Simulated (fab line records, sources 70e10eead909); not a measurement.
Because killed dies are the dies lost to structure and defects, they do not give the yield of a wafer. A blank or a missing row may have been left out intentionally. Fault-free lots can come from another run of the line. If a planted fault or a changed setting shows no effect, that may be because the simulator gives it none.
fab line records	flow nand_harc
record: lots: 6	wafers: 18	last_day: 23
route steps=1159 shown A_CONTACT@935 A_BLC@964 END@1159
lots untouched by any fault: they come from a run of this same line in which no faults occurred
start_h: hours from the record's opening day to when the first of the lot's shown wafers began	wait_h: hours from the lot's prior step to this one	" the same as in the row above	L1.1+2: a single row standing in for several wafers	- no value present, or no start provided	* or withheld: withheld	< > ~ a bound
route shown NAME@n: NAME is a module with steps in the file, n the number in the route of the first one	usual: mean/standard deviation taken from wafers without a fault	same: alike in all rows	chamber/n: place in a boat	sites: the reading at each site	_std_site: standard deviation of those values	_edge_site: inner sites' mean taken away from outer sites' mean	radius_mm: for every site, how far away it sits from the centre of the wafer	mask NAME#n: copy n	behind: the last tool/chamber to shape the wafer	hold: the reason the lot was held/the length of the hold in hours/how it ended	device: the transistor (n, p or np) that didn't switch	end of line: the route-end tests of the same wafers	a step without rows: its recipe alone	killed: the dies lost at the first sort to structure and to defects; this is not the yield of the wafer	map: per-die view of a wafer (x killed, . not killed, _ where there is no die)
set.NAME: the setting the step ran with; set.NAME@STEP: the setting that earlier step ran with	model.NAME: the simulator's own value behind a step, which no gauge read
lots at some steps of the route; a table a step, a row a wafer
services: a tool's chamber out of use, with start hour (start_h, from the record's first day; less than 0 if before it), hours out, and reason
== steps ==
step: NHARC_A_CONTACT_CD_MEAS_08
recipe: target_cd_nm: 100	landing_energy_ev: 500
usual: cd_nm: 100.0/0.51
lot.wafer	tool	chamber	start_h	wait_h	cd_nm
L815.3	cd_sem-02	0	393.88	-	99.7
L815.5	"	0	"	"	99.8
L815.6	"	0	"	"	100.2
L824.2	cd_sem-01	0	432.81	-	99.8
L824.3	"	0	"	"	99.0
L824.5	"	0	"	"	100.2
L827.2	cd_sem-01	0	458.27	-	100.7
L827.4	"	0	"	"	100.9
L827.6	"	0	"	"	100.2
L826.2	cd_sem-01	0	474.11	-	100.1
L826.3	"	0	"	"	100.6
L826.4	"	0	"	"	100.2
L829.2	cd_sem-03	0	475.03	-	100.7
L829.4	"	0	"	"	100.4
L829.5	"	0	"	"	99.4
L830.3	cd_sem-02	0	488.28	-	99.3
L830.4	"	0	"	"	99.7
L830.5	"	0	"	"	99.8
step: NHARC_A_CONTACT_OVL_MEAS_09
usual: overlay_x_nm: -0.1/0.71	overlay_y_nm: 0.0/0.88
lot.wafer	tool	chamber	start_h	wait_h	overlay_x_nm	overlay_y_nm
L815.3	overlay-02	-	393.97	-	-0.4	0.0
L815.5	"	-	"	"	0.3	-0.2
L815.6	"	-	"	"	0.2	0.4
L824.2	overlay-01	-	432.90	-	-1.0	-1.6
L824.3	"	-	"	"	-0.3	-1.4
L824.5	"	-	"	"	-0.7	-1.5
L827.2	overlay-01	-	458.38	-	1.0	-0.1
L827.4	"	-	"	"	1.0	0.1
L827.6	"	-	"	"	1.1	-0.2
L826.2	overlay-01	-	474.19	-	-1.6	-0.4
L826.3	"	-	"	"	-1.5	-0.9
L826.4	"	-	"	"	-1.0	-1.1
L829.2	overlay-02	-	475.12	-	0.5	-0.4
L829.4	"	-	"	"	0.3	-0.7
L829.5	"	-	"	"	0.3	-0.4
L830.3	overlay-01	-	488.36	-	0.2	-0.8
L830.4	"	-	"	"	-0.2	0.3
L830.5	"	-	"	"	0.9	-0.2
step: NHARC_A_CONTACT_INSPECT_10
usual: raw_defect_count: 28/10
lot.wafer	tool	chamber	start_h	wait_h	raw_defect_count
L815.3	defect_inspect-02	-	394.00	0.0	8
L815.5	"	-	"	"	10
L815.6	"	-	"	"	12
L824.2	defect_inspect-02	-	432.93	0.0	18
L824.3	"	-	"	"	25
L824.5	"	-	"	"	29
L827.2	defect_inspect-02	-	458.41	0.0	20
L827.4	"	-	"	"	20
L827.6	"	-	"	"	23
L826.2	defect_inspect-01	-	474.23	0.0	38
L826.3	"	-	"	"	27
L826.4	"	-	"	"	29
L829.2	defect_inspect-02	-	475.15	0.0	42
L829.4	"	-	"	"	26
L829.5	"	-	"	"	34
L830.3	defect_inspect-01	-	488.40	0.0	45
L830.4	"	-	"	"	46
L830.5	"	-	"	"	63
step: NHARC_A_CONTACT_DESCUM_13
recipe: time_s: 3	o2_flow_sccm: 200	ar_flow_sccm: 0	bias_power_w: 0	chemistry: O2
step: NHARC_A_CONTACT_ETCH_88
recipe: target_depth_a: 390	over_etch_frac: 0.3	time_s: 65	ion_energy_ev: 80	cf4_flow_sccm: 150	ar_flow_sccm: 0	rf_w: 300	bias_w: 100	chemistry: CF4
step: NHARC_A_CONTACT_ETCH_89
recipe: target_depth_a: 2600	over_etch_frac: 0.3	time_s: 475.3	ion_energy_ev: 200	n2_flow_sccm: 150	h2_flow_sccm: 150	ar_flow_sccm: 0	rf_w: 400	bias_w: 150	chemistry: N2/H2
usual: drypump_motor_current_A: 5.7/0.34	oes_product_au: 1.000/0.0092	rf_vpp_V: 430.9/1.7	showerhead_plenum_p_Torr: 2.05/0.048	throttle_valve_pct: 14.171/0.0089
lot.wafer	tool	chamber	start_h	wait_h	drypump_motor_current_A	oes_product_au	rf_hours_counter_h	rf_vpp_V	showerhead_plenum_p_Torr	throttle_valve_pct
L815.3	rie_diel-04	0	-	-	5.6	0.970	38	431.5	2.05	14.171
L815.5	"	2	"	"	6.2	1.010	-	431.0	2.04	14.171
L815.6	"	3	"	"	5.8	1.004	-	427.4	2.01	14.167
L824.3	rie_diel-02	0	-	-	5.5	0.996	16	430.5	2.03	14.183
L824.2	"	2	"	"	6.1	1.005	15	429.6	1.99	14.176
L824.5	"	0	"	"	5.5	0.985	-	430.8	2.04	14.181
L827.4	rie_diel-02	1	-	-	5.5	0.992	24	433.5	2.12	14.180
L827.2	"	0	"	"	5.5	1.000	21	431.0	2.03	14.164
L827.6	"	1	"	"	5.5	1.001	-	431.4	2.12	14.174
L826.2	rie_diel-02	1	-	-	5.5	1.004	27	432.9	2.12	14.174
L826.3	"	2	"	"	6.2	1.001	22	428.3	1.98	14.156
L826.4	"	3	"	"	5.1	1.005	28	431.8	2.08	14.169
L829.4	rie_diel-04	0	-	-	5.6	0.992	0	430.0	2.04	14.177
L829.2	"	1	"	"	5.6	1.003	0	432.4	2.08	14.159
L829.5	"	3	"	"	5.8	1.021	-	430.8	2.00	14.169
L830.4	rie_diel-08	3	-	-	6.2	0.988	0	432.8	2.10	14.178
L830.3	"	0	"	"	5.2	1.012	0	429.2	1.98	14.179
L830.5	"	2	"	"	5.5	0.996	-	431.7	2.13	14.162
step: NHARC_A_CONTACT_ETCH_30
recipe: target_depth_a: 605	time_s: 30.2	cf4_flow_sccm: 100	chf3_flow_sccm: 30	ar_flow_sccm: 0	rf_w: 500	bias_w: 200	chemistry: CF4/CHF3
step: NHARC_A_CONTACT_ETCH_31
recipe: target_depth_a: 20000	over_etch_frac: 0.3	time_s: 520	ion_energy_ev: 150	o2_flow_sccm: 400	cos_flow_sccm: 20	ar_flow_sccm: 0	rf_w: 500	bias_w: 300	chemistry: O2/COS
step: NHARC_A_CONTACT_ETCH_134
recipe: source_w: withheld	pressure_mtorr: 20	bias_v: withheld	time_s: 140	target_depth_a: 7000	ar_flow_sccm: withheld	c4f8_flow_sccm: withheld	o2_flow_sccm: withheld	chemistry: C4F8/O2/Ar
step: NHARC_A_CONTACT_ETCH_135
recipe: source_w: withheld	pressure_mtorr: 20	bias_v: 3000	time_s: 132	target_depth_a: 12870	ar_flow_sccm: withheld	c4f8_flow_sccm: withheld	o2_flow_sccm: withheld	chemistry: C4F8/O2/Ar
step: NHARC_A_CONTACT_ETCH_136
recipe: source_w: withheld	pressure_mtorr: 20	bias_v: 3000	time_s: 132	target_depth_a: 12870	ar_flow_sccm: withheld	c4f8_flow_sccm: withheld	o2_flow_sccm: withheld	chemistry: C4F8/O2/Ar
lot.wafer	tool	chamber	start_h	wait_h	rf_hours_counter_h
L815.3	har_cap_etch-03	1	395.46	0.1	-
L815.5	"	0	"	"	-
L815.6	"	1	"	"	-
L824.2	har_cap_etch-02	0	434.38	0.1	22
L824.3	"	0	"	"	-
L824.5	"	1	"	"	-
L827.2	har_cap_etch-01	1	459.85	0.1	73
L827.4	"	0	"	"	-
L827.6	"	0	"	"	-
L826.2	har_cap_etch-03	1	475.60	0.1	100
L826.4	"	1	"	"	-
L826.3	"	0	"	"	-
L829.2	har_cap_etch-02	1	476.52	0.1	30
L829.4	"	1	"	"	-
L829.5	"	1	"	"	-
L830.4	har_cap_etch-02	1	489.81	0.1	-
L830.3	"	0	"	"	-
L830.5	"	1	"	"	-
step: NHARC_A_CONTACT_ETCH_137
recipe: source_w: withheld	pressure_mtorr: 20	bias_v: 3000	time_s: 132	target_depth_a: 12870	ar_flow_sccm: withheld	c4f8_flow_sccm: withheld	o2_flow_sccm: withheld	chemistry: C4F8/O2/Ar
step: NHARC_A_CONTACT_ETCH_138
recipe: source_w: withheld	pressure_mtorr: 20	bias_v: 3000	time_s: 132	target_depth_a: 12890	ar_flow_sccm: withheld	c4f8_flow_sccm: withheld	o2_flow_sccm: withheld	chemistry: C4F8/O2/Ar
lot.wafer	tool	chamber	start_h	wait_h	rf_hours_counter_h
L815.3	har_cap_etch-03	1	395.71	0.1	-
L815.5	"	0	"	"	-
L815.6	"	1	"	"	-
L824.2	har_cap_etch-02	0	434.63	0.1	23
L824.3	"	0	"	"	-
L824.5	"	1	"	"	-
L827.2	har_cap_etch-01	1	460.09	0.1	73
L827.4	"	0	"	"	-
L827.6	"	0	"	"	-
L826.2	har_cap_etch-03	1	475.85	0.1	101
L826.4	"	1	"	"	-
L826.3	"	0	"	"	-
L829.2	har_cap_etch-02	1	476.77	0.1	30
L829.4	"	1	"	"	-
L829.5	"	1	"	"	-
L830.4	har_cap_etch-02	1	490.06	0.1	-
L830.3	"	0	"	"	-
L830.5	"	1	"	"	-
step: NHARC_A_CONTACT_ETCH_139
recipe: source_w: withheld	pressure_mtorr: 20	bias_v: 400	time_s: 137	target_depth_a: 5900	ar_flow_sccm: withheld	c4f8_flow_sccm: 11.5	o2_flow_sccm: 7.2	chemistry: C4F8/O2/Ar
lot.wafer	tool	chamber	start_h	wait_h	rf_hours_counter_h
L815.3	har_cap_etch-03	1	395.89	0.2	-
L815.5	"	0	"	"	-
L815.6	"	1	"	"	-
L824.2	har_cap_etch-02	0	434.75	0.1	23
L824.3	"	0	"	"	-
L824.5	"	1	"	"	-
L827.2	har_cap_etch-01	1	460.23	0.1	73
L827.4	"	0	"	"	-
L827.6	"	0	"	"	-
L826.2	har_cap_etch-03	1	475.97	0.1	101
L826.4	"	1	"	"	-
L826.3	"	0	"	"	-
L829.2	har_cap_etch-02	1	476.89	0.1	30
L829.4	"	1	"	"	-
L829.5	"	1	"	"	-
L830.4	har_cap_etch-02	1	490.22	0.1	-
L830.3	"	0	"	"	-
L830.5	"	1	"	"	-
step: NHARC_A_CONTACT_ETCH_92
recipe: target_depth_a: 400	over_etch_frac: 0.5	time_s: 85.7	ion_energy_ev: 120	ch3f_flow_sccm: 50	o2_flow_sccm: 30	ar_flow_sccm: 200	rf_w: 500	bias_w: 100	chemistry: CH3F/O2
step: NHARC_A_CONTACT_ETCH_98
recipe: target_depth_a: 200	over_etch_frac: 0.5	time_s: 10	ion_energy_ev: 250	c4f6_flow_sccm: 25	o2_flow_sccm: 20	ar_flow_sccm: 500	rf_w: 600	bias_w: 500	chemistry: C4F6/O2
step: NHARC_A_CONTACT_CD_MEAS_15
usual: cd_nm: 90.0/0.66
lot.wafer	tool	chamber	start_h	wait_h	cd_nm
L815.3	cd_sem-01	-	396.51	-	90.1
L815.5	"	-	"	"	89.4
L815.6	"	-	"	"	89.7
L824.2	cd_sem-01	-	435.45	-	90.3
L824.3	"	-	"	"	89.4
L824.5	"	-	"	"	90.0
L827.2	cd_sem-03	-	460.82	-	89.7
L827.4	"	-	"	"	89.8
L827.6	"	-	"	"	89.8
L826.2	cd_sem-03	-	476.60	-	89.9
L826.3	"	-	"	"	90.3
L826.4	"	-	"	"	91.5
L829.2	cd_sem-02	-	477.55	-	90.8
L829.4	"	-	"	"	90.7
L829.5	"	-	"	"	90.6
L830.3	cd_sem-01	-	490.77	-	89.4
L830.4	"	-	"	"	90.5
L830.5	"	-	"	"	90.2
step: NHARC_A_CONTACT_STRIP_107
recipe: n2_flow_sccm: 150	h2_flow_sccm: 150	ar_flow_sccm: 0	bias_w: 0	chemistry: N2/H2
step: NHARC_A_CONTACT_STRIP_108
recipe: cf4_flow_sccm: 100	chf3_flow_sccm: 30	ar_flow_sccm: 0	bias_w: 0	chemistry: CF4/CHF3
step: NHARC_A_CONTACT_STRIP_109
recipe: o2_flow_sccm: 400	cos_flow_sccm: 20	ar_flow_sccm: 0	bias_w: 0	chemistry: O2/COS
step: NHARC_A_CONTACT_ETCH_110
recipe: target_depth_a: 500	overetch_a: 50	time_s: 27.5	ion_energy_ev: 100	cf4_flow_sccm: 80	o2_flow_sccm: 20	ar_flow_sccm: 0	rf_w: 300	bias_w: 100	chemistry: CF4/O2
step: NHARC_A_CONTACT_STRIP_26
recipe: o2_flow_sccm: 500	ar_flow_sccm: 0	bias_w: 0	chemistry: O2
step: NHARC_A_CONTACT_STRIP_27
recipe: time_s: 600	temp_c: 30	chemistry: post_etch_residue_remover
step: NHARC_A_CONTACT_ALD_18
recipe: target_thk_a: 30	pulse_time_s: 1	ald_cycles: 150	temp_c: 450	material: TiN
step: NHARC_A_CONTACT_CVD_19
recipe: target_thk_a: 3000	temp_c: 300	pressure_torr: 40	wf6_flow_sccm: 40	h2_flow_sccm: 1600	ar_flow_sccm: 1560	time_s: 802	material: W
usual: heater_power_w: 460/50	throttle_valve_pct: 7.99/0.21
lot.wafer	tool	chamber	start_h	wait_h	heater_power_w	since_wet_clean_h	throttle_valve_pct
L815.3	cvd_w-02	1	-	-	413	-	8.14
L815.6	"	1	"	"	405	-	7.87
L815.5	"	0	"	"	464	-	7.69
L824.2	cvd_w-02	1	-	-	405	51	8.12
L824.3	"	0	"	"	462	-	7.70
L824.5	"	1	"	"	396	-	8.07
L827.2	cvd_w-02	0	-	-	466	73	7.72
L827.4	"	0	"	"	462	-	7.82
L827.6	"	0	"	"	453	-	7.68
L826.2	cvd_w-02	0	-	-	466	89	7.96
L826.3	"	0	"	"	462	-	7.88
L826.4	"	1	"	"	394	-	8.30
L829.2	cvd_w-02	1	-	-	396	90	7.92
L829.4	"	1	"	"	407	-	7.83
L829.5	"	0	"	"	466	-	8.00
L830.3	cvd_w-02	1	-	-	405	-	8.35
L830.4	"	0	"	"	474	-	7.93
L830.5	"	1	"	"	404	-	8.28
step: NHARC_A_CONTACT_CMP_20
recipe: t_overpolish_s: 30	target_thk_nm: 300
usual: motor_current_A: 12.6/1.4	overpolish_run_s: 30.001/0.0094	time_to_endpoint_s: 61/3.1
lot.wafer	tool	chamber	start_h	wait_h	motor_current_A	overpolish_run_s	time_to_endpoint_s
L815.3	cmp-03	3	398.61	0.6	14.1	29.997	69
L815.6	"	1	"	"	12.0	30.021	62
L815.5	"	2	"	"	12.5	30.005	66
L824.3	cmp-02	3	443.26	0.5	12.4	29.993	65
L824.2	"	2	"	"	12.2	30.004	65
L824.5	"	3	"	"	12.3	30.004	65
L827.2	cmp-02	1	466.19	0.8	14.2	29.997	60
L827.4	"	0	"	"	12.4	29.991	59
L827.6	"	1	"	"	13.7	30.000	60
L826.4	cmp-02	1	482.12	0.4	14.0	29.984	61
L826.2	"	2	"	"	12.2	30.012	65
L826.3	"	0	"	"	11.7	29.996	62
L829.2	cmp-03	2	482.86	0.7	12.4	30.001	67
L829.4	"	3	"	"	13.1	30.000	64
L829.5	"	2	"	"	12.5	29.997	64
L830.3	cmp-01	3	494.23	0.5	11.9	30.009	59
L830.4	"	0	"	"	15.2	30.016	63
L830.5	"	0	"	"	15.6	29.994	62
step: NHARC_A_CONTACT_SRD_22
step: NHARC_A_BLC_DEHYDRATE_00
recipe: temp_c: 150	time_s: 120
step: NHARC_A_BLC_HMDS_01
recipe: time_s: 30
step: NHARC_A_BLC_COAT_02
recipe: temp_c: 260	time_s: 75
step: NHARC_A_BLC_COAT_03
recipe: temp_c: 225	time_s: 65
step: NHARC_A_BLC_COAT_04
recipe: spin_rpm: 1500	resist_thk_nm: 90
step: NHARC_A_BLC_SOFTBAKE_05
recipe: temp_c: 105	time_s: 55
step: NHARC_A_BLC_EBR_06
step: NHARC_A_BLC_EXPOSE_07
recipe: na: 1.35	target_cd_nm: 100	dose_mj: 67.97	mask_id: A_BLC
step: NHARC_A_BLC_PEB_08
recipe: peb_temp_c: 100	peb_time_s: 65
step: NHARC_A_BLC_DEVELOP_09
recipe: develop_time_s: 35	dev_temp_c: 23
step: NHARC_A_BLC_CD_MEAS_10
recipe: target_cd_nm: 100	landing_energy_ev: 500
usual: cd_nm: 100.0/0.51
lot.wafer	tool	chamber	start_h	wait_h	cd_nm
L815.3	cd_sem-01	0	399.48	-	100.7
L815.5	"	0	"	"	99.2
L815.6	"	0	"	"	99.6
L824.2	cd_sem-02	0	444.18	-	99.3
L824.3	"	0	"	"	98.2
L824.5	"	0	"	"	99.5
L827.2	cd_sem-01	0	466.98	-	100.3
L827.4	"	0	"	"	100.2
L827.6	"	0	"	"	99.3
L826.2	cd_sem-03	0	483.03	-	99.6
L826.3	"	0	"	"	100.4
L826.4	"	0	"	"	100.3
L829.2	cd_sem-01	0	483.75	-	100.3
L829.4	"	0	"	"	99.9
L829.5	"	0	"	"	99.2
L830.3	cd_sem-02	0	495.02	-	99.6
L830.4	"	0	"	"	99.5
L830.5	"	0	"	"	100.3
step: NHARC_A_BLC_OVL_MEAS_11
usual: overlay_x_nm: 0.1/0.84	overlay_y_nm: -0.2/1.1
lot.wafer	tool	chamber	start_h	wait_h	overlay_x_nm	overlay_y_nm
L815.3	overlay-02	-	399.56	-	0.1	0.7
L815.5	"	-	"	"	0.5	1.1
L815.6	"	-	"	"	1.1	0.6
L824.2	overlay-01	-	444.26	-	0.3	-0.1
L824.3	"	-	"	"	1.2	-0.7
L824.5	"	-	"	"	0.9	-1.0
L827.2	overlay-02	-	467.06	-	-1.6	-1.4
L827.4	"	-	"	"	-0.5	-1.6
L827.6	"	-	"	"	-1.2	-2.0
L826.2	overlay-01	-	483.13	-	-2.0	-0.9
L826.3	"	-	"	"	-1.7	-1.0
L826.4	"	-	"	"	-2.0	-1.9
L829.2	overlay-02	-	483.84	-	0.6	0.4
L829.4	"	-	"	"	0.9	0.9
L829.5	"	-	"	"	0.6	0.6
L830.3	overlay-01	-	495.10	-	0.3	-0.3
L830.4	"	-	"	"	0.4	-0.4
L830.5	"	-	"	"	0.2	0.3
step: NHARC_END_SORT_01
recipe: temp_c: 25
usual: killed_at_array: 28/8.6	killed_at_other: 0.7/1.2	killed_at_periphery: 3.1/2.3	killed_dies: 32/8.7	killed_open: 3.2/1.7	killed_short: 2.0/1.5
same: gross_dies: 677
lot.wafer	tool	chamber	start_h	wait_h	killed_at_array	killed_at_other	killed_at_periphery	killed_dies	killed_open	killed_short
L824.2	prober-01	0	501.51	2.8	18	0	3	21	3	2
L824.3	prober-01	0	502.31	3.1	24	1	2	27	2	2
L824.5	prober-01	0	503.91	3.7	23	1	3	27	1	3
L829.2	prober-01	0	530.80	2.8	107	1	3	111	2	0
L829.4	prober-01	0	532.37	3.3	112	0	2	114	5	1
L829.5	prober-01	0	533.15	3.6	114	1	2	117	1	1
L826.2	prober-02	0	530.84	2.8	41	0	2	43	3	3
L826.3	prober-02	0	531.64	3.1	32	0	6	38	3	3
L826.4	prober-02	0	532.44	3.4	37	1	2	40	7	4
L830.3	prober-01	0	550.74	3.1	97	1	7	105	4	3
L830.4	prober-01	0	551.54	3.4	132	0	3	135	2	1
L830.5	prober-01	0	552.34	3.7	123	0	5	128	0	1
killed by level:class
L824.2 A_CHANNEL_HOLE_D1:chamber_film_flake=11 P_M0:geometric_particle:open=1 A_ONON_D1:geometric_particle:open=1 A_SLIT:geometric_particle:short=1 A_CONTACT:geometric_particle:short=1 A_CONTACT:geometric_particle:open=1 P_STI:chamber_film_flake=1 P_BONDPAD:chamber_film_flake=1
L824.3 A_CHANNEL_HOLE_D1:chamber_film_flake=16 A_ZERO_WELL:chamber_film_flake=2 A_SOURCE_PLATE:geometric_particle:open=1 A_SGD_CUT:geometric_particle:short=1 A_WL_FILL:geometric_particle:short=1 A_CONTACT:geometric_particle:open=1 P_STI:chamber_film_flake=1 P_M1:chamber_film_flake=1
L824.5 A_CHANNEL_HOLE_D1:chamber_film_flake=18 P_STI:geometric_particle:open=1 A_ONON_D1:geometric_particle:short=1 A_SLIT:geometric_particle:short=1 A_WL_FILL:geometric_particle:short=1 P_CONTACT:chamber_film_flake=1 P_M1:chamber_film_flake=1 A_WL_FILL:chamber_film_flake=1
L829.2 A_CONTACT:unspecified=79 A_CHANNEL_HOLE_D1:chamber_film_flake=25 P_CONTACT:chamber_film_flake=2 A_CONTACT:chamber_film_flake=2 P_CONTACT:geometric_particle:open=1 A_CONTACT:geometric_particle:open=1 THIN_TSV:chamber_film_flake=1
L826.2 A_SLIT:chamber_film_flake=18 A_CONTACT:chamber_film_flake=11 A_CHANNEL_HOLE_D1:chamber_film_flake=3 A_STAIRCASE:chamber_film_flake=3 P_M1:geometric_particle:short=1 A_ONON_D1:geometric_particle:open=1 A_CHANNEL_HOLE_D1:geometric_particle:open=1 A_CHANNEL_FILL_D1:geometric_particle:short=1
L826.3 A_SLIT:chamber_film_flake=16 A_CONTACT:chamber_film_flake=6 P_BONDPAD:chamber_film_flake=3 A_CHANNEL_HOLE_D1:chamber_film_flake=3 P_M1:geometric_particle:open=1 P_M1:geometric_particle:short=1 A_CHANNEL_FILL_D1:geometric_particle:short=1 A_CONTACT:geometric_particle:short=1
L829.4 A_CONTACT:unspecified=83 A_CHANNEL_HOLE_D1:chamber_film_flake=14 A_CONTACT:chamber_film_flake=7 A_STAIRCASE:chamber_film_flake=2 P_GATE:geometric_particle:open=1 A_SOURCE_PLATE:geometric_particle:open=1 A_ONON_D1:geometric_particle:short=1 A_CONTACT:geometric_particle:open=1
L826.4 A_SLIT:chamber_film_flake=16 A_CHANNEL_HOLE_D1:chamber_film_flake=6 A_CONTACT:chamber_film_flake=5 A_WL_FILL:geometric_particle:open=3 A_WL_FILL:chamber_film_flake=2 P_CONTACT:geometric_particle:open=1 P_M0:geometric_particle:open=1 A_ONON_D1:geometric_particle:short=1
L829.5 A_CONTACT:unspecified=85 A_CHANNEL_HOLE_D1:chamber_film_flake=19 A_CONTACT:chamber_film_flake=7 A_STAIRCASE:chamber_film_flake=2 P_GATE:geometric_particle:open=1 A_CHANNEL_FILL_D1:geometric_particle:short=1 P_CONTACT:chamber_film_flake=1 THIN_TSV:chamber_film_flake=1
L830.3 A_CONTACT:unspecified=51 A_CHANNEL_HOLE_D1:chamber_film_flake=16 A_SLIT:chamber_film_flake=15 A_CONTACT:chamber_film_flake=8 P_ZERO_WELL:chamber_film_flake=4 P_CONTACT:geometric_particle:short=2 A_WL_FILL:chamber_film_flake=2 A_ONON_D1:geometric_particle:open=1
L830.4 A_CONTACT:unspecified=82 A_CHANNEL_HOLE_D1:chamber_film_flake=19 A_CONTACT:chamber_film_flake=14 A_SLIT:chamber_film_flake=8 A_STAIRCASE:chamber_film_flake=4 P_ZERO_WELL:chamber_film_flake=3 A_BONDPAD:chamber_film_flake=2 A_CONTACT:geometric_particle:open=1
L830.5 A_CONTACT:unspecified=74 A_CHANNEL_HOLE_D1:chamber_film_flake=22 A_SLIT:chamber_film_flake=11 A_CONTACT:chamber_film_flake=9 P_ZERO_WELL:chamber_film_flake=3 A_STAIRCASE:chamber_film_flake=3 A_WL_FILL:chamber_film_flake=2 A_BLC:geometric_particle:short=1
map L829.5 (x killed, . not)
____________.____________
_________.x....._________
_______..........._______
______.............______
_____..............._____
____.................____
____.................____
___...................___
___...................___
__.....................__
__.....................__
_......................._
_........xxxxx.........._
_.........xxxx.......x.._
_........x.xxxxx.x.....x_
_.......xxxxxxxx........_
........xxxxxxxxx...x....
.........xxxxxxxxx...x...
........xxxxxxxxxx.......
.........xxxxxxxx........
..........xxxxxxx........
_..x.....xxxxxxx........_
_..........xx.x........._
_.........x.xxx.xx......_
_.........xxx.x........._
_..........x............_
__......x..............__
__........xxx..........__
___......xx...........___
___....xxxxx..........___
____........x........____
____......x...x......____
_____......xx......x_____
______..x....x.....______
_______..x.x.xx..._______
_________......._________
____________.____________
map L830.4 (x killed, . not)
____________.____________
_________......._________
_______..........._______
______....x...x...x______
_____......x........_____
____......xx.........____
____....xxxxxx.......____
___.....xx.xx.........___
___.....xxx..........x___
__.......x.............__
__...x....xx...........__
_.....x....x............_
_.......x.xx............_
_........xx.xxxx..x....._
_........xxxxxxx..x....._
_.........xxxxxxxx......_
.....x...xxxxxxxx.x......
.........xxxxxxx.x...xx..
........xxxxxxxxx..x.....
.........xxxxxxxxxxx.....
..........xxxxxx.x.......
_.........xxxxxx....x..._
_......x..xxxxxxx......._
_.........x.xxx........._
_..........x.x.x.x......_
_..........x.........x.._
__.........x...........__
__...................x.__
___...................___
___.......x...........___
____......x.x.....x..____
____.x...............____
_____..............._____
______.............______
_______..x........_______
_________..xx..._________
____________.____________
== services ==
tool	chamber	start_h	hours	kind
cmp-03	-	373.34	1.2	repair
cmp-01	-	375.50	4.0	pm
cvd_w-02	-	378.99	13.0	pm
cvd_w-02	0	378.99	13.0	vent_cycle
cvd_w-02	1	378.99	13.0	vent_cycle
cmp-03	-	383.36	6.5	repair
cvd_w-02	0	391.99	-	clean
cmp-02	-	398.69	0.6	repair
rie_diel-02	2	399.59	5.1	repair
cmp-02	-	400.53	1.0	repair
rie_diel-08	-	412.46	2.5	repair
cmp-02	-	422.76	4.0	pm
cmp-03	-	427.81	0.9	repair
cmp-01	-	440.44	2.1	repair
cmp-02	-	444.38	0.4	repair
cmp-03	-	450.13	4.0	pm
rie_diel-02	2	459.83	4.2	repair
rie_diel-02	1	462.89	1.5	repair
rie_diel-04	-	466.05	9.0	pm
cmp-02	-	468.98	1.7	repair
cmp-01	-	473.50	4.0	pm
rie_diel-02	2	475.63	6.5	repair
rie_diel-04	-	476.57	1.2	repair
rie_diel-08	-	478.86	9.0	pm
== key ==
first_sign: step: NHARC_END_SORT_01	reading: killed_at_array	direction: up	sigmas: 10	usual: 28	struck: 114
effect: step: NHARC_END_SORT_01	reading: killed_dies	direction: up	sigmas: 9.9	usual: 32	struck: 118
more_kills_born_at: NHARC_A_CONTACT_ETCH_138@har_cap_etch-02: 453
met_at NHARC_A_CONTACT_ETCH_138
struck_wafers L829.2,L829.4,L829.5,L830.3,L830.4,L830.5
tester_left_out L829,L830
onset_between 434.63 476.77
fault: kind: chamber_particle_source	tool: har_cap_etch-02	chamber: -	onset_h: 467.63	steps: NHARC_A_CONTACT_ETCH_138	rate_per_visit_cm2: 0.78507	end_h: 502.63
tester_left_out: of these lots the tester's yield and bins aren't shown, on N5 and GAA mostly nor the transistor test; their killed dies are dies lost to structure and defects alone, not to doping, threshold or leakage, so they don't give the yield
